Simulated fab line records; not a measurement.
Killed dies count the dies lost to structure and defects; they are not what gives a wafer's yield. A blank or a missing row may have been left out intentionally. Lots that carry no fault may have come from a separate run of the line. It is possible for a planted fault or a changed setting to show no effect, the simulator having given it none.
A sampling plan put to the test || flow n5 finfet || one fab line, 38 faults that these records tell of, each judged on the records of the lots that it struck; 1 more is left out, because the records don't allow judging it
The plan consists of the line's own looks: route steps at which the wafer is read by a gauge or an inspection but not changed. Where struck wafers have a number at a look and the file lists that look's usual mean and standard deviation on fault-free wafers, the look can be judged. Caught: 4 or more of those standard deviations (sigma) separate the usual mean from the mean of the struck wafers at a look after the fault's first step. On the tool: here the same test is run on the tool's own readings at the fault's steps. Another recipe on the struck wafers, or a record that is blank for them alone, also counts as caught.

THE FAULTS, as the simulator had put them in
1. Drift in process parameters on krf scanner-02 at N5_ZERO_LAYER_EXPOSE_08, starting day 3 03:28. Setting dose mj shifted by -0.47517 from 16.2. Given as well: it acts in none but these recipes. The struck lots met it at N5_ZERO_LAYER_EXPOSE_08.
2. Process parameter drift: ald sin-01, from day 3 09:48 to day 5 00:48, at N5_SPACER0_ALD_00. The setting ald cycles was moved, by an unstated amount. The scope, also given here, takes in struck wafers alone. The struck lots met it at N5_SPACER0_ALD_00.
3. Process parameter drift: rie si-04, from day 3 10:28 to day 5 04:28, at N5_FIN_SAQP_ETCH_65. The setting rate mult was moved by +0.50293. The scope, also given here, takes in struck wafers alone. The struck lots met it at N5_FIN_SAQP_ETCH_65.
4. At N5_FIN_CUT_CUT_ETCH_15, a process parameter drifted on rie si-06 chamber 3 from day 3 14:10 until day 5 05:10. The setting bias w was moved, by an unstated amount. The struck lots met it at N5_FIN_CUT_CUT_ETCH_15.
5. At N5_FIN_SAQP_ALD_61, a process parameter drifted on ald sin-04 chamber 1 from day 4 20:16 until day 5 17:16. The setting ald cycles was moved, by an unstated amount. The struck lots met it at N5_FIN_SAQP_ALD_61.
6. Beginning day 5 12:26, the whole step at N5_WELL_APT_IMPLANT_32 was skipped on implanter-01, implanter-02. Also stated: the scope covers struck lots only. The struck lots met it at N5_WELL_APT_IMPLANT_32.
7. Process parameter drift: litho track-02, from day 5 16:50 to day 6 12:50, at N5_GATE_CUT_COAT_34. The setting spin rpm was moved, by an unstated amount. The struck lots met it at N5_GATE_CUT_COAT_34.
8. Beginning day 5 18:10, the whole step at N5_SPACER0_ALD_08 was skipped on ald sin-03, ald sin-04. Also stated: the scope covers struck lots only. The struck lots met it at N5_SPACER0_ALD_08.
9. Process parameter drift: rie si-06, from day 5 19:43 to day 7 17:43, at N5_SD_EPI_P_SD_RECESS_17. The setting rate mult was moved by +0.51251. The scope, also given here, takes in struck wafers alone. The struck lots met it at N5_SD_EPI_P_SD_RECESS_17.
10. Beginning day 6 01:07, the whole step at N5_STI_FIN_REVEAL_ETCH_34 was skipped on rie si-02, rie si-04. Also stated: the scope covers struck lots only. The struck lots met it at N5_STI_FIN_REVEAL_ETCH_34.
11. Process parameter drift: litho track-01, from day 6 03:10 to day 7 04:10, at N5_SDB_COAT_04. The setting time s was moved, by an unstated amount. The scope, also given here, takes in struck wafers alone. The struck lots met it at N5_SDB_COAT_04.
12. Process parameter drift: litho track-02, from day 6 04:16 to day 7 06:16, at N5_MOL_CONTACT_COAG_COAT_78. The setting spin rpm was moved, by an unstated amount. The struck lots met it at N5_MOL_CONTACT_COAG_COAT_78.
13. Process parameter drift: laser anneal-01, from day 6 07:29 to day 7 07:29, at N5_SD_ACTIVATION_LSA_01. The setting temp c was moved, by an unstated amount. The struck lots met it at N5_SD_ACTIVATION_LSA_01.
14. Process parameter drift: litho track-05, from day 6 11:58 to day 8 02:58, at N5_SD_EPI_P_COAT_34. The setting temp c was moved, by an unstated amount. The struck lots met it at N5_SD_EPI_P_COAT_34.
15. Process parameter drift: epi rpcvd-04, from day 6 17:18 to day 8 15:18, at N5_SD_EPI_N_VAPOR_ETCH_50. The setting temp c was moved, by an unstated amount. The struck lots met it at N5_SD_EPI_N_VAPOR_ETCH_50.
16. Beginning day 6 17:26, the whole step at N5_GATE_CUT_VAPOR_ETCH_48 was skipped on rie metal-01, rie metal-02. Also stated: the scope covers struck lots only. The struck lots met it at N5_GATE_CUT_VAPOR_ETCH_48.
17. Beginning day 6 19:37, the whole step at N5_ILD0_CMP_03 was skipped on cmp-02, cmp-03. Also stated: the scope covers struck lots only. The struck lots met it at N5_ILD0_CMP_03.
18. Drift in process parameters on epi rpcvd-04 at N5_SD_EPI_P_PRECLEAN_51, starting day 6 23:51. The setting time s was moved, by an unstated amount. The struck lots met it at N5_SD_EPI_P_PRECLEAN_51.
19. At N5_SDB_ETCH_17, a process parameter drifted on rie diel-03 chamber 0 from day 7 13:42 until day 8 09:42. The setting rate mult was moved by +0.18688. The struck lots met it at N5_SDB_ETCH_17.
20. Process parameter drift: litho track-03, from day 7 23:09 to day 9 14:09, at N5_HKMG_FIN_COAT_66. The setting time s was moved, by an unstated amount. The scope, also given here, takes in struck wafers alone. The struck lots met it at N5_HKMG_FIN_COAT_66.
21. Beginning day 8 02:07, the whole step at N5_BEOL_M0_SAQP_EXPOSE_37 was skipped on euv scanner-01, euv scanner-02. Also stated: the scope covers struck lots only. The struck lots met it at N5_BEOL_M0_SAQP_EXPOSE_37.
22. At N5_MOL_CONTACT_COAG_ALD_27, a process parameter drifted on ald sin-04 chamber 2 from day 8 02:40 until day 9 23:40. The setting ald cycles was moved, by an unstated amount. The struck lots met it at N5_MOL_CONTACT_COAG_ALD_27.
23. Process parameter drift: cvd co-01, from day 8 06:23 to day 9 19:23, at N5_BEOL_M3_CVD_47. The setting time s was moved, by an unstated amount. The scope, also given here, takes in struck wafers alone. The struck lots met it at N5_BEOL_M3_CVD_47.
24. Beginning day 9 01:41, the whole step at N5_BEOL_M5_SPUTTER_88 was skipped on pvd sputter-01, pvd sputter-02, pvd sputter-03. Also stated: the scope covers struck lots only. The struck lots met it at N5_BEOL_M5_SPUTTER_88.
25. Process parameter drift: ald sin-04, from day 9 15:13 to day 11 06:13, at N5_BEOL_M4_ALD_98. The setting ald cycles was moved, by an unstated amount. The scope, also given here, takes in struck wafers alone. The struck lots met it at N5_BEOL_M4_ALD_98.
26. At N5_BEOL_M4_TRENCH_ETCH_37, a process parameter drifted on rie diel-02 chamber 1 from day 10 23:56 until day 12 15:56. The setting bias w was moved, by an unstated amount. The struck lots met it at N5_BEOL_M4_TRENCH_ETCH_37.
27. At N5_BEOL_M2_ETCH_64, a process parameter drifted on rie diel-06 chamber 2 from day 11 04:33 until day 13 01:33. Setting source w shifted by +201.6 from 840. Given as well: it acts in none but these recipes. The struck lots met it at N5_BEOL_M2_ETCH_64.
28. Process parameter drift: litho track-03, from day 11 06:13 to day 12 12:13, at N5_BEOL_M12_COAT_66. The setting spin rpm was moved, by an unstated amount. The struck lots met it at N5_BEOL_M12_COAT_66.
29. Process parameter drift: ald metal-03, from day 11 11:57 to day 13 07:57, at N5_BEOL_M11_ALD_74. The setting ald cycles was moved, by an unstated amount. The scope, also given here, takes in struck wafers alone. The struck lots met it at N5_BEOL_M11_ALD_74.
30. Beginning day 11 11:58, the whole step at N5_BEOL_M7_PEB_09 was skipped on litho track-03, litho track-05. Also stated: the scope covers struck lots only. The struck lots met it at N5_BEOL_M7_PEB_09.
31. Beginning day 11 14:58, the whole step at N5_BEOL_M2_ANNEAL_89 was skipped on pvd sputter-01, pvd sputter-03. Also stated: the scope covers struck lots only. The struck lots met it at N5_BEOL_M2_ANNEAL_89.
32. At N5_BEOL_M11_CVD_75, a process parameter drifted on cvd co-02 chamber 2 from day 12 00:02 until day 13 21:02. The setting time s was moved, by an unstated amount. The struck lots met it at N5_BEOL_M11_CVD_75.
33. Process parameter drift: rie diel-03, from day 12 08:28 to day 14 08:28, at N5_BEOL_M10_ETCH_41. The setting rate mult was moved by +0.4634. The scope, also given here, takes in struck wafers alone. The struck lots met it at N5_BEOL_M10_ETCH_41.
34. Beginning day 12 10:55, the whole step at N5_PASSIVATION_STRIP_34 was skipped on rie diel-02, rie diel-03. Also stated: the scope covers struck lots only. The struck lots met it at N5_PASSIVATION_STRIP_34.
35. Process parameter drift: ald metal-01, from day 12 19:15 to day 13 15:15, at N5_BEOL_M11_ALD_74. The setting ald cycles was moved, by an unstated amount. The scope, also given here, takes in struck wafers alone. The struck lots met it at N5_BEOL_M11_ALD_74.
36. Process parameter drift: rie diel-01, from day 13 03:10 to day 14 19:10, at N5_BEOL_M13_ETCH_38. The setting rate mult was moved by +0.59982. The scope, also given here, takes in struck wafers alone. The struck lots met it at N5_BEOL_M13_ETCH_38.
37. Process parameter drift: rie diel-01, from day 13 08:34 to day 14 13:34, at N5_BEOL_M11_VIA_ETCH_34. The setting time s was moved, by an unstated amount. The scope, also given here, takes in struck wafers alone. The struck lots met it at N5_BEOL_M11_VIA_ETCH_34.
38. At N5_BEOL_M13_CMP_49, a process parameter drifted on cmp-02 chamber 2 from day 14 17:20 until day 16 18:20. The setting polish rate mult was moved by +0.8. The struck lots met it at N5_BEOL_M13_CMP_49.

WHAT THE PLAN SAW
{"fault": 1, "on the tool itself": "exposure dose mJ cm2 -22 sigma", "first look that catches it": "no look after it can be judged", "reading, sigma": "-", "median hours from its first step to that look": "-", "hours from the fault's start to the first struck lot there": "-", "judged looks passed uncaught": 0}
{"fault": 2, "on the tool itself": "under 2 sigma", "first look that catches it": "no look after it can be judged", "reading, sigma": "-", "median hours from its first step to that look": "-", "hours from the fault's start to the first struck lot there": "-", "judged looks passed uncaught": 0}
{"fault": 3, "on the tool itself": "oes product au +16 sigma", "first look that catches it": "no look after it can be judged", "reading, sigma": "-", "median hours from its first step to that look": "-", "hours from the fault's start to the first struck lot there": "-", "judged looks passed uncaught": 0}
{"fault": 4, "on the tool itself": "under 2 sigma", "first look that catches it": "no look after it can be judged", "reading, sigma": "-", "median hours from its first step to that look": "-", "hours from the fault's start to the first struck lot there": "-", "judged looks passed uncaught": 0}
{"fault": 5, "on the tool itself": "under 2 sigma", "first look that catches it": "no look after it can be judged", "reading, sigma": "-", "median hours from its first step to that look": "-", "hours from the fault's start to the first struck lot there": "-", "judged looks passed uncaught": 0}
{"fault": 6, "on the tool itself": "the tool's record is blank for the struck wafers", "first look that catches it": "not the one look that can be judged after it", "reading, sigma": "-", "median hours from its first step to that look": "-", "hours from the fault's start to the first struck lot there": "-", "judged looks passed uncaught": 1}
{"fault": 7, "on the tool itself": "spin speed rpm -97 sigma", "first look that catches it": "no look after it can be judged", "reading, sigma": "-", "median hours from its first step to that look": "-", "hours from the fault's start to the first struck lot there": "-", "judged looks passed uncaught": 0}
{"fault": 8, "on the tool itself": "the tool's record is blank for the struck wafers", "first look that catches it": "no look after it can be judged", "reading, sigma": "-", "median hours from its first step to that look": "-", "hours from the fault's start to the first struck lot there": "-", "judged looks passed uncaught": 0}
{"fault": 9, "on the tool itself": "oes product au +10 sigma", "first look that catches it": "no look after it can be judged", "reading, sigma": "-", "median hours from its first step to that look": "-", "hours from the fault's start to the first struck lot there": "-", "judged looks passed uncaught": 0}
{"fault": 10, "on the tool itself": "the tool's record is blank for the struck wafers", "first look that catches it": "N5_STI_FIN_REVEAL_CD_MEAS_22", "reading, sigma": "cd nm +5.2", "median hours from its first step to that look": 0.7, "hours from the fault's start to the first struck lot there": 2, "judged looks passed uncaught": 0}
{"fault": 11, "on the tool itself": "run length s +30 sigma", "first look that catches it": "not the one look that can be judged after it", "reading, sigma": "-", "median hours from its first step to that look": "-", "hours from the fault's start to the first struck lot there": "-", "judged looks passed uncaught": 1}
{"fault": 12, "on the tool itself": "spin speed rpm -75 sigma", "first look that catches it": "no look after it can be judged", "reading, sigma": "-", "median hours from its first step to that look": "-", "hours from the fault's start to the first struck lot there": "-", "judged looks passed uncaught": 0}
{"fault": 13, "on the tool itself": "wafer_temp_C_max -8.3 sigma", "first look that catches it": "not the one look that can be judged after it", "reading, sigma": "-", "median hours from its first step to that look": "-", "hours from the fault's start to the first struck lot there": "-", "judged looks passed uncaught": 1}
{"fault": 14, "on the tool itself": "plate temp C -51 sigma", "first look that catches it": "not the one look that can be judged after it", "reading, sigma": "-", "median hours from its first step to that look": "-", "hours from the fault's start to the first struck lot there": "-", "judged looks passed uncaught": 1}
{"fault": 15, "on the tool itself": "susceptor temp C +41 sigma", "first look that catches it": "no look after it can be judged", "reading, sigma": "-", "median hours from its first step to that look": "-", "hours from the fault's start to the first struck lot there": "-", "judged looks passed uncaught": 0}
{"fault": 16, "on the tool itself": "the tool's record is blank for the struck wafers", "first look that catches it": "no look after it can be judged", "reading, sigma": "-", "median hours from its first step to that look": "-", "hours from the fault's start to the first struck lot there": "-", "judged looks passed uncaught": 0}
{"fault": 17, "on the tool itself": "the tool's record is blank for the struck wafers", "first look that catches it": "no look after it can be judged", "reading, sigma": "-", "median hours from its first step to that look": "-", "hours from the fault's start to the first struck lot there": "-", "judged looks passed uncaught": 0}
{"fault": 18, "on the tool itself": "no reading that can be judged", "first look that catches it": "N5_SD_EPI_P_EPI_MEAS_23", "reading, sigma": "thk nm -34", "median hours from its first step to that look": 2.5, "hours from the fault's start to the first struck lot there": 9, "judged looks passed uncaught": 0}
{"fault": 19, "on the tool itself": "etch rf on time s -6.0 sigma", "first look that catches it": "no look after it can be judged", "reading, sigma": "-", "median hours from its first step to that look": "-", "hours from the fault's start to the first struck lot there": "-", "judged looks passed uncaught": 0}
{"fault": 20, "on the tool itself": "run length s +47 sigma", "first look that catches it": "no look after it can be judged", "reading, sigma": "-", "median hours from its first step to that look": "-", "hours from the fault's start to the first struck lot there": "-", "judged looks passed uncaught": 0}
{"fault": 21, "on the tool itself": "no reading that can be judged", "first look that catches it": "no look after it can be judged", "reading, sigma": "-", "median hours from its first step to that look": "-", "hours from the fault's start to the first struck lot there": "-", "judged looks passed uncaught": 0}
{"fault": 22, "on the tool itself": "run length s +99 or beyond sigma", "first look that catches it": "not the one look that can be judged after it", "reading, sigma": "-", "median hours from its first step to that look": "-", "hours from the fault's start to the first struck lot there": "-", "judged looks passed uncaught": 1}
{"fault": 23, "on the tool itself": "run length s -99 or beyond sigma", "first look that catches it": "not the one look that can be judged after it", "reading, sigma": "strongest: SS_N at N5_BEOL_M4_RC_MEAS_101, -2.0", "median hours from its first step to that look": "-", "hours from the fault's start to the first struck lot there": "-", "judged looks passed uncaught": 1}
{"fault": 24, "on the tool itself": "the tool's record is blank for the struck wafers", "first look that catches it": "no look after it can be judged", "reading, sigma": "-", "median hours from its first step to that look": "-", "hours from the fault's start to the first struck lot there": "-", "judged looks passed uncaught": 0}
{"fault": 25, "on the tool itself": "under 2 sigma", "first look that catches it": "not the one look that can be judged after it", "reading, sigma": "-", "median hours from its first step to that look": "-", "hours from the fault's start to the first struck lot there": "-", "judged looks passed uncaught": 1}
{"fault": 26, "on the tool itself": "bias w -26 sigma", "first look that catches it": "none of the 2 looks that can be judged after it", "reading, sigma": "-", "median hours from its first step to that look": "-", "hours from the fault's start to the first struck lot there": "-", "judged looks passed uncaught": 2}
{"fault": 27, "on the tool itself": "rf fwd power W +76 sigma", "first look that catches it": "not the one look that can be judged after it", "reading, sigma": "-", "median hours from its first step to that look": "-", "hours from the fault's start to the first struck lot there": "-", "judged looks passed uncaught": 1}
{"fault": 28, "on the tool itself": "spin speed rpm +99 or beyond sigma", "first look that catches it": "not the one look that can be judged after it", "reading, sigma": "-", "median hours from its first step to that look": "-", "hours from the fault's start to the first struck lot there": "-", "judged looks passed uncaught": 1}
{"fault": 29, "on the tool itself": "under 2 sigma", "first look that catches it": "no look after it can be judged", "reading, sigma": "-", "median hours from its first step to that look": "-", "hours from the fault's start to the first struck lot there": "-", "judged looks passed uncaught": 0}
{"fault": 30, "on the tool itself": "the tool's record is blank for the struck wafers", "first look that catches it": "no look after it can be judged", "reading, sigma": "-", "median hours from its first step to that look": "-", "hours from the fault's start to the first struck lot there": "-", "judged looks passed uncaught": 0}
{"fault": 31, "on the tool itself": "the tool's record is blank for the struck wafers", "first look that catches it": "not the one look that can be judged after it", "reading, sigma": "-", "median hours from its first step to that look": "-", "hours from the fault's start to the first struck lot there": "-", "judged looks passed uncaught": 1}
{"fault": 32, "on the tool itself": "run length s -55 sigma", "first look that catches it": "not the one look that can be judged after it", "reading, sigma": "-", "median hours from its first step to that look": "-", "hours from the fault's start to the first struck lot there": "-", "judged looks passed uncaught": 1}
{"fault": 33, "on the tool itself": "only faintly: oes product au +3.4 sigma", "first look that catches it": "no look after it can be judged", "reading, sigma": "-", "median hours from its first step to that look": "-", "hours from the fault's start to the first struck lot there": "-", "judged looks passed uncaught": 0}
{"fault": 34, "on the tool itself": "the tool's record is blank for the struck wafers", "first look that catches it": "no look after it can be judged", "reading, sigma": "-", "median hours from its first step to that look": "-", "hours from the fault's start to the first struck lot there": "-", "judged looks passed uncaught": 0}
{"fault": 35, "on the tool itself": "under 2 sigma", "first look that catches it": "no look after it can be judged", "reading, sigma": "-", "median hours from its first step to that look": "-", "hours from the fault's start to the first struck lot there": "-", "judged looks passed uncaught": 0}
{"fault": 36, "on the tool itself": "oes product au +4.0 sigma", "first look that catches it": "no look after it can be judged", "reading, sigma": "-", "median hours from its first step to that look": "-", "hours from the fault's start to the first struck lot there": "-", "judged looks passed uncaught": 0}
{"fault": 37, "on the tool itself": "run length s -7.3 sigma", "first look that catches it": "no look after it can be judged", "reading, sigma": "-", "median hours from its first step to that look": "-", "hours from the fault's start to the first struck lot there": "-", "judged looks passed uncaught": 0}
{"fault": 38, "on the tool itself": "barrier field endpoint s -13 sigma", "first look that catches it": "no look after it can be judged", "reading, sigma": "-", "median hours from its first step to that look": "-", "hours from the fault's start to the first struck lot there": "-", "judged looks passed uncaught": 0}
A dash: the fault isn't caught, or these records don't give the number.

Caught at a look: 2 of 38. Caught on the tool: 29 of 38. By one or the other: 30 of 38.
On the tool alone, faults 1, 3, 6, 7, 8, 9, 11, 12, 13, 14, 15, 16, 17, 19, 20, 22, 23, 24, 26, 27, 28, 30, 31, 32, 34, 36, 37, 38 were caught.
Caught at a look alone: fault 18.
Caught by neither: faults 2, 4, 5, 21, 25, 29, 33, 35.

THINNER SAMPLING
If the look that catches a fault measured only every second or every third lot, by lot number, the first struck lot would be measured this late in the worst case:
{"fault": 10, "struck lots at that look, in order of time": "L259, L260", "every lot": "2 h", "every second lot": "7 h", "every third lot": "may miss all 2"}
{"fault": 18, "struck lots at that look, in order of time": "L762, L763", "every lot": "9 h", "every second lot": "16 h", "every third lot": "may miss all 2"}
Hours: fault start to first struck lot measured. 4 sigma limit: tested on the pooled struck wafers, so a lone lot may be under it. Other struck lots may not be in these records.

THE LONGEST TIMED WAY FROM STEP TO LOOK
Fault 18: the median time between N5_SD_EPI_P_PRECLEAN_51 and N5_SD_EPI_P_EPI_MEAS_23 is 2.5 hours. No look between them can be judged.
